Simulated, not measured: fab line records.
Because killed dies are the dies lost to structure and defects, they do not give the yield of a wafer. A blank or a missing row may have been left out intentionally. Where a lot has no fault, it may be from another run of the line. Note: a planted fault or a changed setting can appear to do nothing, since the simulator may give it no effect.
fab line records    flow nandHarc
[record] lots = 6  wafers = 18  lastDay = 24
route steps=1159 shown A_BONDPAD@1082 HYBRID_BOND@1094 END@1159
lots that met no fault: from a run of the same line without faults
startH: start of the lot's first displayed wafer, in hours after the record's first day    waitH: hours from the lot's prior step to this one    " repeats the value in the row above    L1.1+2: several wafers, shown together as one row    - either no value or no given start    * or withheld: withheld    < > ~ a bound
route shown NAME@n: names a module that has steps shown in the file, with the first one's number in the route    usual: the fault-free wafers' mean and standard deviation    same: alike in all rows    chamber/n: place in a boat    sites: readings site by site    _std_site: how widely they spread, as a standard deviation    _edge_site: the outer-site mean with the inner-site mean subtracted    radiusMm: how far each site lies from the wafer's centre    mask NAME#n: copy n    behind: the most recent tool/chamber to have shaped the wafer    hold: why the lot went on hold/how many hours it stayed there/how the hold came to an end    device: the transistor (n, p or np) that didn't switch    end of line: the route-end tests of the same wafers    where a step has no rows: the recipe by itself    killed: at the first sort, the dies lost to defects and structure; wafer yield is something else    map: a wafer's dies, marking killed ones x, the rest . and places with no die _
set.NAME: the run value of the setting; set.NAME@STEP: its run value at that earlier step    model.NAME: the simulator's own value behind a step, which no gauge read
certain route steps with their lots: each step a table, each wafer a row
services: the hour from which a tool's chamber was out of use, counted from the record's first day as startH (under 0 if before that day), plus the number of hours and why
[[steps]]
[step NHARC_A_BONDPAD_DEGAS_25]
[recipe] tempC = 300  timeS = 60
[usual] heaterPowerW = 490/40
lot.wafer  tool           chamber  startH  waitH  heaterPowerW
L615.2     pvdSputter-01  -        411.90  -      437
L615.4     "              -        "       "      499
L615.6     "              -        "       "      433
L623.2     pvdSputter-01  -        457.61  -      450
L623.1     "              -        "       "      445
L623.5     "              -        "       "      441
L625.4     pvdSputter-03  -        472.33  -      419
L625.1     "              -        "       "      552
L625.5     "              -        "       "      427
L638.4     pvdSputter-03  -        525.68  -      524
L638.5     "              -        "       "      523
L638.6     "              -        "       "      525
L637.2     pvdSputter-01  -        536.50  -      468
L637.3     "              -        "       "      433
L637.6     "              -        "       "      503
L636.3     pvdSputter-03  -        547.71  -      523
L636.1     "              -        "       "      530
L636.6     "              -        "       "      534
[step NHARC_A_BONDPAD_PRE_CLEAN_26]
[recipe] timeS = 30  tempC = 280  gas = H2/He
[step NHARC_A_BONDPAD_PVD_17]
[recipe] targetThkA = 50  biasV = 168.6  powerW = 15000  chamberPressurePa = 0.12  timeS = 8.06  substrateTempC = 50  material = TaN
[usual] throttleValvePct = 29.9/0.85
lot.wafer  tool           chamber  startH  waitH  throttleValvePct
L615.4     pvdSputter-01  -        -       -      30.3
L615.2     "              -        "       "      29.7
L615.6     "              -        "       "      30.7
L623.2     pvdSputter-01  -        -       -      31.0
L623.1     "              -        "       "      30.1
L623.5     "              -        "       "      29.6
L625.4     pvdSputter-03  -        -       -      29.7
L625.1     "              -        "       "      30.0
L625.5     "              -        "       "      28.6
L638.4     pvdSputter-03  -        -       -      28.6
L638.5     "              -        "       "      28.5
L638.6     "              -        "       "      30.0
L637.3     pvdSputter-01  -        -       -      29.6
L637.2     "              -        "       "      30.0
L637.6     "              -        "       "      29.3
L636.1     pvdSputter-03  -        -       -      30.1
L636.3     "              -        "       "      28.7
L636.6     "              -        "       "      29.6
[step NHARC_A_BONDPAD_PVD_27]
[recipe] targetThkA = 300  chamberPressurePa = 5  powerW = 5000  substrateTempC = 30  timeS = 20.49  material = Cu
[usual] throttleValvePct = 29.9/0.87
lot.wafer  tool           chamber  startH  waitH  throttleValvePct
L615.2     pvdSputter-01  -        -       -      29.3
L615.4     "              -        "       "      30.1
L615.6     "              -        "       "      29.5
L623.1     pvdSputter-01  -        -       -      29.5
L623.2     "              -        "       "      30.7
L623.5     "              -        "       "      31.1
L625.4     pvdSputter-03  -        -       -      30.0
L625.1     "              -        "       "      28.7
L625.5     "              -        "       "      29.7
L638.4     pvdSputter-03  -        -       -      30.2
L638.5     "              -        "       "      30.2
L638.6     "              -        "       "      29.5
L637.3     pvdSputter-01  -        -       -      29.4
L637.2     "              -        "       "      30.3
L637.6     "              -        "       "      29.3
L636.3     pvdSputter-03  -        -       -      29.0
L636.1     "              -        "       "      30.0
L636.6     "              -        "       "      29.9
[step NHARC_A_BONDPAD_ECD_18]
[recipe] targetThkA = 4000  bathTempC = 25  material = Cu
[step NHARC_A_BONDPAD_ANNEAL_28]
[recipe] tempC = 225  timeS = 90
[usual] wafer_temp_C_max = 226.26/0.29
lot.wafer  tool          chamber  startH  waitH  wafer_temp_C_max
L615.2     rtpAnneal-01  0        412.81  -      226.19
L615.4     "             0        "       "      226.38
L615.6     "             0        "       "      226.69
L623.1     rtpAnneal-01  0        458.35  -      226.31
L623.2     "             0        "       "      226.43
L623.5     "             0        "       "      226.58
L625.1     rtpAnneal-01  0        473.10  0.3    225.98
L625.4     "             0        "       "      226.30
L625.5     "             0        "       "      226.35
L638.4     rtpAnneal-01  0        526.61  -      226.67
L638.5     "             0        "       "      226.41
L638.6     "             0        "       "      226.19
L637.2     rtpAnneal-02  0        537.33  -      226.23
L637.3     "             0        "       "      226.17
L637.6     "             0        "       "      226.41
L636.1     rtpAnneal-01  0        548.45  0.3    226.10
L636.3     "             0        "       "      225.66
L636.6     "             0        "       "      226.00
[step NHARC_A_BONDPAD_CMP_19]
[recipe] tOverpolishS = 30  cuRecessTouchS = 16  targetThkNm = 169.8
[usual] motorCurrentA = 11.9/0.85  overpolishRunS = 30.000/0.0088  slurryFilterDpKPa = 13.50/0.13
[same] cuRecessTouchS = 16  tOverpolishS = 30
lot.wafer  tool    chamber  startH  waitH  motorCurrentA  overpolishRunS  slurryFilterDpKPa
L615.4     cmp-03  1        413.11  -      12.7           29.997          13.32
L615.2     "       2        "       "      12.1           29.997          13.39
L615.6     "       1        "       "      12.2           30.014          13.54
L623.2     cmp-03  1        458.69  -      12.0           30.011          13.59
L623.1     "       2        "       "      12.3           29.999          13.51
L623.5     "       2        "       "      12.5           30.001          13.56
L625.4     cmp-03  1        473.48  -      12.3           30.029          13.67
L625.1     "       3        "       "      12.1           30.008          13.38
L625.5     "       1        "       "      13.2           30.012          13.46
L638.4     cmp-01  0        526.80  -      11.3           29.990          13.28
L638.5     "       0        "       "      10.7           29.992          13.46
L638.6     "       1        "       "      11.9           29.983          13.58
L637.2     cmp-03  2        537.69  -      13.2           30.008          13.33
L637.3     "       3        "       "      11.9           29.987          13.68
L637.6     "       1        "       "      13.3           30.017          13.53
L636.1     cmp-01  0        548.79  -      10.9           29.999          13.45
L636.3     "       2        "       "      11.4           30.002          13.63
L636.6     "       1        "       "      12.3           30.002          13.67
[step NHARC_A_BONDPAD_THK_MEAS_20]
[recipe] thkMeasGauge = xrf
[usual] thkNm = 169.8/1.4
lot.wafer  tool          chamber  startH  waitH  thkNm
L615.2     filmMetro-02  -        413.44  -      169.6
L615.4     "             -        "       "      169.4
L615.6     "             -        "       "      170.6
L623.1     filmMetro-01  -        459.01  -      166.3
L623.2     "             -        "       "      165.4
L623.5     "             -        "       "      169.7
L625.1     filmMetro-02  -        473.77  -      170.1
L625.4     "             -        "       "      168.8
L625.5     "             -        "       "      169.4
L638.4     filmMetro-02  -        527.12  -      169.4
L638.5     "             -        "       "      169.1
L638.6     "             -        "       "      168.3
L637.2     filmMetro-01  -        537.95  -      171.7
L637.3     "             -        "       "      172.3
L637.6     "             -        "       "      170.1
L636.1     filmMetro-01  -        549.12  -      171.0
L636.3     "             -        "       "      168.3
L636.6     "             -        "       "      168.3
[step NHARC_A_BONDPAD_SRD_21]
[recipe] timeS = 30  tempC = 23  dryTimeS = 20  spinRpm = 1500
[step NHARC_A_BONDPAD_INSPECT_23]
[usual] rawDefectCount = 480/150
lot.wafer  tool              chamber  startH  waitH  rawDefectCount
L615.2     defectInspect-01  -        413.67  0.0    399
L615.4     "                 -        "       "      616
L615.6     "                 -        "       "      401
L623.1     defectInspect-02  -        459.21  0.0    443
L623.2     "                 -        "       "      550
L623.5     "                 -        "       "      395
L625.1     defectInspect-01  -        473.97  0.0    559
L625.4     "                 -        "       "      424
L625.5     "                 -        "       "      745
L638.4     defectInspect-02  -        527.35  0.0    570
L638.5     "                 -        "       "      457
L638.6     "                 -        "       "      661
L637.2     defectInspect-02  -        538.18  0.0    433
L637.3     "                 -        "       "      347
L637.6     "                 -        "       "      477
L636.1     defectInspect-02  -        549.34  0.1    790
L636.3     "                 -        "       "      470
L636.6     "                 -        "       "      687
[step NHARC_HYBRID_BOND_ACTIVATE_00]
[recipe] timeS = 60  n2FlowSccm = 200  arFlowSccm = 0  biasPowerW = 0  chemistry = N2
[usual] drypumpMotorCurrentA = 5.9/0.6  oesProductAu = 1.001/0.0075  rfVppV = 64.2/0.88  runLengthS = 81.3/0.39  showerheadPlenumPTorr = 1.80/0.073
lot.wafer  tool        chamber  startH  waitH  drypumpMotorCurrentA  oesProductAu  rfHoursCounterH  rfVppV  runLengthS  showerheadPlenumPTorr
L615.2     rieDiel-10  2        413.73  0.1    6.3                   1.001         5                64.2    81.4        1.87
L615.4     "           0        "       "      6.5                   0.993         5                64.8    81.1        1.87
L615.6     "           3        "       "      4.9                   0.989         -                63.4    80.7        1.78
L623.1     rieDiel-10  1        459.28  0.1    6.4                   0.996         10               64.0    81.0        1.71
L623.2     "           3        "       "      4.9                   0.995         11               63.6    71.9        1.78
L623.5     "           3        "       "      4.9                   0.996         -                62.8    80.7        1.78
L625.1     rieDiel-10  0        474.05  0.1    6.5                   0.983         10               64.5    80.7        1.86
L625.4     "           1        "       "      6.4                   1.005         11               65.6    72.3        1.71
L625.5     "           0        "       "      6.5                   0.998         -                65.2    80.7        1.86
L638.4     rieDiel-11  3        527.43  0.1    5.7                   1.012         56               64.1    81.7        1.64
L638.5     "           1        "       "      6.4                   1.005         -                64.6    82.0        1.77
L638.6     "           2        "       "      5.5                   1.009         -                64.6    82.1        1.88
L637.3     rieDiel-06  1        538.26  0.1    5.5                   0.996         46               65.2    82.0        1.84
L637.2     "           2        "       "      5.3                   1.007         44               65.0    81.1        1.71
L637.6     "           3        "       "      5.4                   0.995         -                66.3    81.2        1.83
L636.3     rieDiel-10  1        549.40  0.1    6.4                   1.009         0                63.8    80.9        1.71
L636.1     "           2        "       "      6.3                   0.992         0                64.1    81.5        1.87
L636.6     "           2        "       "      6.3                   1.003         -                64.6    81.2        1.87
[step NHARC_HYBRID_BOND_PRECLEAN_01]
[recipe] timeS = 300  tempC = 23  chemistry = DIW
[step NHARC_END_SORT_01]
[recipe] tempC = 25
[usual] defectLimitedYield = 95.2/1.6  killedAtArray = 28/11  killedAtOther = 0.8/1.3  killedAtPeriphery = 3.6/2.5  killedDies = 32/11  killedOpen = 3.0/1.8  killedShort = 2.0/1.5  sort_bin_2_pct = 1.5/0.66  sort_bin_3_pct = 0.25/0.23  sort_bin_4_pct = 3.0/1.1  sortNPass = 645/11  sortRimYieldPct = 96.0/2.9  sortYieldPct = 95.2/1.6
[same] grossDies = 677  sort_bin_5_pct[%] = 0  sort_bin_6_pct[%] = 0  sort_bin_7_pct[%] = 0  sort_bin_8_pct[%] = 0  sortRimNGross = 106.00
lot.wafer  tool       chamber  startH  waitH  defectLimitedYield[%]  killedAtArray  killedAtOther  killedAtPeriphery  killedDies  killedOpen  killedShort  sort_bin_2_pct[%]  sort_bin_3_pct[%]  sort_bin_4_pct[%]  sortNPass  sortRimYieldPct[%]  sortYieldPct[%]
L615.2     prober-01  0        470.40  2.8    96.3                   22             0              3                  25          3           4            1.0                0.30               2.4                652        97.2                96.3
L615.4     prober-01  0        471.99  3.4    96.8                   21             0              1                  22          1           1            1.0                0                  2.2                655        98.1                96.8
L615.6     prober-01  0        473.57  4.0    97.0                   19             0              1                  20          3           2            1.0                0                  1.9                657        98.1                97.0
L623.1     prober-01  0        500.85  2.5    96.0                   19             0              8                  27          1           0            1.0                0.15               2.8                650        98.1                96.0
L623.2     prober-01  0        501.66  2.8    95.6                   25             1              4                  30          3           1            1.5                0.15               2.8                647        96.2                95.6
L623.5     prober-01  0        504.08  3.7    95.4                   22             1              8                  31          3           0            1.5                0.15               3.0                646        99.1                95.4
L625.1     prober-02  0        508.52  2.5    95.1                   29             1              3                  33          1           2            1.8                0.30               2.8                644        95.3                95.1
L625.4     prober-02  0        510.91  3.4    94.8                   29             0              6                  35          5           2            1.9                0                  3.2                642        95.3                94.8
L625.5     prober-02  0        511.71  3.7    95.4                   30             0              1                  31          3           2            1.8                0.15               2.7                646        98.1                95.4
L638.4     prober-02  0        558.61  3.4    95.3                   32             0              0                  32          4           1            1.3                0.89               2.5                645        95.3                95.3
L638.5     prober-02  0        559.41  3.7    95.9                   27             0              1                  28          2           0            1.6                0.30               2.2                649        99.1                95.9
L638.6     prober-02  0        560.21  4.0    95.4                   30             0              1                  31          3           3            0.7                0.15               3.7                646        92.5                95.4
L637.2     prober-01  0        570.91  2.8    96.5                   21             0              3                  24          3           0            1.5                0.15               1.9                653        96.2                96.5
L637.3     prober-01  0        571.71  3.1    97.2                   18             0              1                  19          1           0            0.9                0                  1.9                658        96.2                97.2
L637.6     prober-01  0        574.11  4.0    96.2                   25             0              1                  26          1           1            1.0                0.30               2.5                651        98.1                96.2
L636.1     prober-02  0        577.06  2.5    92.5                   48             1              2                  51          5           3            2.2                0                  5.3                626        97.2                92.5
L636.3     prober-02  0        578.67  3.1    93.2                   42             2              2                  46          5           1            2.2                0                  4.6                631        97.2                93.2
L636.6     prober-02  0        581.09  4.0    91.6                   56             1              0                  57          6           2            3.0                0                  5.5                620        93.4                91.6
// killed by level:class
L615.2 A_SLIT:chamberFilmFlake=6 A_CHANNEL_HOLE_D1:chamberFilmFlake=3 A_STAIRCASE:chamberFilmFlake=3 A_CONTACT:chamberFilmFlake=3 A_CHANNEL_FILL_D1:chamberFilmFlake=2 P_GATE:geometricParticle:short=1 P_CONTACT:geometricParticle:open=1 P_M1:geometricParticle:open=1
L615.4 A_SLIT:chamberFilmFlake=8 A_CHANNEL_HOLE_D1:chamberFilmFlake=3 A_STAIRCASE:chamberFilmFlake=3 A_CONTACT:chamberFilmFlake=3 A_ONON_D1:geometricParticle:open=1 A_ONON_D1:geometricParticle:short=1 P_STI:chamberFilmFlake=1 A_SGD_CUT:chamberFilmFlake=1
L615.6 A_SLIT:chamberFilmFlake=9 A_CHANNEL_HOLE_D1:chamberFilmFlake=2 A_CONTACT:chamberFilmFlake=2 P_M0:geometricParticle:open=1 A_SOURCE_PLATE:geometricParticle:open=1 A_ONON_D1:geometricParticle:short=1 A_CONTACT:geometricParticle:short=1 A_CONTACT:geometricParticle:open=1
L623.1 A_SLIT:chamberFilmFlake=13 P_M0:chamberFilmFlake=5 A_CHANNEL_HOLE_D1:chamberFilmFlake=4 P_STI:chamberFilmFlake=2 A_ONON_D1:geometricParticle:open=1 P_GATE:chamberFilmFlake=1 A_STAIRCASE:chamberFilmFlake=1
L623.2 A_SLIT:chamberFilmFlake=13 P_M0:chamberFilmFlake=4 A_CHANNEL_HOLE_D1:chamberFilmFlake=2 A_STAIRCASE:chamberFilmFlake=2 A_M0:chamberFilmFlake=2 A_ONON_D1:geometricParticle:short=1 A_CHANNEL_FILL_D1:geometricParticle:open=1 A_SGD_CUT:geometricParticle:open=1
L623.5 A_SLIT:chamberFilmFlake=14 P_M0:chamberFilmFlake=4 A_STAIRCASE:chamberFilmFlake=4 A_CHANNEL_HOLE_D1:chamberFilmFlake=3 P_GATE:geometricParticle:open=1 P_M1:geometricParticle:open=1 A_WL_FILL:geometricParticle:open=1 P_ZERO_WELL:chamberFilmFlake=1
L625.1 A_SLIT:chamberFilmFlake=16 A_WL_FILL:chamberFilmFlake=5 P_GATE:chamberFilmFlake=2 A_CHANNEL_HOLE_D1:chamberFilmFlake=2 A_CONTACT:chamberFilmFlake=2 A_SGD_CUT:geometricParticle:short=1 A_BLC:geometricParticle:open=1 P_M0:chamberFilmFlake=1
L625.4 A_SLIT:chamberFilmFlake=14 A_CHANNEL_HOLE_D1:chamberFilmFlake=8 P_CONTACT:geometricParticle:open=2 P_BONDPAD:chamberFilmFlake=2 A_WL_FILL:chamberFilmFlake=2 P_CONTACT:geometricParticle:short=1 A_CHANNEL_HOLE_D1:geometricParticle:short=1 A_CHANNEL_HOLE_D1:geometricParticle:open=1
L625.5 A_SLIT:chamberFilmFlake=13 A_CHANNEL_HOLE_D1:chamberFilmFlake=6 A_STAIRCASE:chamberFilmFlake=4 A_CONTACT:chamberFilmFlake=2 P_CONTACT:geometricParticle:open=1 A_CHANNEL_HOLE_D1:geometricParticle:open=1 A_CHANNEL_FILL_D1:geometricParticle:short=1 A_CONTACT:geometricParticle:short=1
L638.4 A_CHANNEL_HOLE_D1:chamberFilmFlake=22 A_CONTACT:chamberFilmFlake=3 A_SOURCE_PLATE:geometricParticle:open=1 A_ONON_D1:geometricParticle:open=1 A_WL_FILL:geometricParticle:short=1 A_CONTACT:geometricParticle:open=1 A_M0:geometricParticle:open=1 A_STAIRCASE:chamberFilmFlake=1
L638.5 A_CHANNEL_HOLE_D1:chamberFilmFlake=21 A_STAIRCASE:chamberFilmFlake=3 A_CONTACT:chamberFilmFlake=2 P_GATE:geometricParticle:open=1 A_ONON_D1:geometricParticle:open=1
L638.6 A_CHANNEL_HOLE_D1:chamberFilmFlake=13 A_STAIRCASE:chamberFilmFlake=9 A_CONTACT:chamberFilmFlake=3 A_CHANNEL_FILL_D1:geometricParticle:open=2 P_STI:geometricParticle:short=1 A_CHANNEL_FILL_D1:geometricParticle:short=1 A_SGD_CUT:geometricParticle:short=1 A_CONTACT:geometricParticle:open=1
L637.2 A_CHANNEL_HOLE_D1:chamberFilmFlake=7 A_CONTACT:chamberFilmFlake=6 A_STAIRCASE:chamberFilmFlake=5 P_GATE:chamberFilmFlake=2 P_CONTACT:geometricParticle:open=1 A_WL_FILL:geometricParticle:open=1 A_CONTACT:geometricParticle:open=1 A_ZERO_WELL:chamberFilmFlake=1
L637.3 A_CHANNEL_HOLE_D1:chamberFilmFlake=10 A_CONTACT:chamberFilmFlake=5 A_STAIRCASE:chamberFilmFlake=2 P_M0:geometricParticle:open=1 A_ZERO_WELL:chamberFilmFlake=1
L637.6 A_CHANNEL_HOLE_D1:chamberFilmFlake=12 A_STAIRCASE:chamberFilmFlake=4 A_CONTACT:chamberFilmFlake=4 A_ZERO_WELL:chamberFilmFlake=3 A_CHANNEL_FILL_D1:geometricParticle:short=1 A_BLC:geometricParticle:open=1 P_GATE:chamberFilmFlake=1
L636.1 A_SLIT:chamberFilmFlake=18 A_CHANNEL_HOLE_D1:chamberFilmFlake=13 A_CONTACT:chamberFilmFlake=3 A_M0:chamberFilmFlake=3 A_CONTACT:geometricParticle:short=2 A_WL_FILL:chamberFilmFlake=2 P_GATE:geometricParticle:open=1 P_CONTACT:geometricParticle:open=1
L636.3 A_SLIT:chamberFilmFlake=18 A_CHANNEL_HOLE_D1:chamberFilmFlake=13 A_CONTACT:geometricParticle:open=2 A_BLC:geometricParticle:open=2 P_GATE:chamberFilmFlake=2 A_STAIRCASE:chamberFilmFlake=2 A_WL_FILL:chamberFilmFlake=2 A_CHANNEL_FILL_D1:geometricParticle:short=1
L636.6 A_SLIT:chamberFilmFlake=27 A_CHANNEL_HOLE_D1:chamberFilmFlake=11 A_STAIRCASE:chamberFilmFlake=5 A_CONTACT:geometricParticle:open=2 A_M0:geometricParticle:open=2 A_ZERO_WELL:chamberFilmFlake=2 A_WL_FILL:chamberFilmFlake=2 A_CHANNEL_HOLE_D1:geometricParticle:short=1
[[services]]
tool           chamber  startH  hours  kind
rieDiel-06     1        400.58  29.1   repair
rieDiel-10     0        411.50  -      clean
rieDiel-10     1        411.50  -      clean
rieDiel-10     2        411.50  -      clean
rieDiel-10     3        411.50  -      clean
cmp-01         -        416.27  18.0   repair
rieDiel-06     -        418.20  9.0    pm
rieDiel-11     0        424.89  9.5    repair
rieDiel-10     0        427.08  6.7    repair
cmp-03         -        450.13  4.0    pm
rieDiel-10     2        457.66  3.5    repair
pvdSputter-03  -        458.08  10.0   pm
cmp-03         -        460.71  2.0    repair
rieDiel-06     2        462.53  3.9    repair
cmp-03         -        469.06  0.9    repair
cmp-01         -        476.37  1.1    repair
cmp-01         -        479.20  4.0    pm
rieDiel-10     2        480.05  3.0    repair
pvdSputter-01  -        514.00  10.0   pm
rieDiel-11     2        517.27  6.7    repair
rieDiel-06     3        526.36  8.0    repair
rieDiel-10     -        530.50  9.0    pm
rieDiel-11     -        543.52  9.0    pm
cmp-03         -        548.13  4.0    pm
[[key]]
[firstSign] step = NHARC_HYBRID_BOND_ACTIVATE_00  reading = runLengthS  direction = down  sigmas = 24  usual = *  struck = *
effect none on later readings
metAt NHARC_HYBRID_BOND_ACTIVATE_00
struckWafers L623.2,L625.4
onsetBetween 413.73 459.28
[fault] kind = processParameterDrift  tool = rieDiel-10  chamber = -  onsetH = 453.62  steps = NHARC_HYBRID_BOND_ACTIVATE_00  channel = timeS  offset = *  shape = step  endH = 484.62  scope = struckWafersOnly  actsIn = *  stated = *
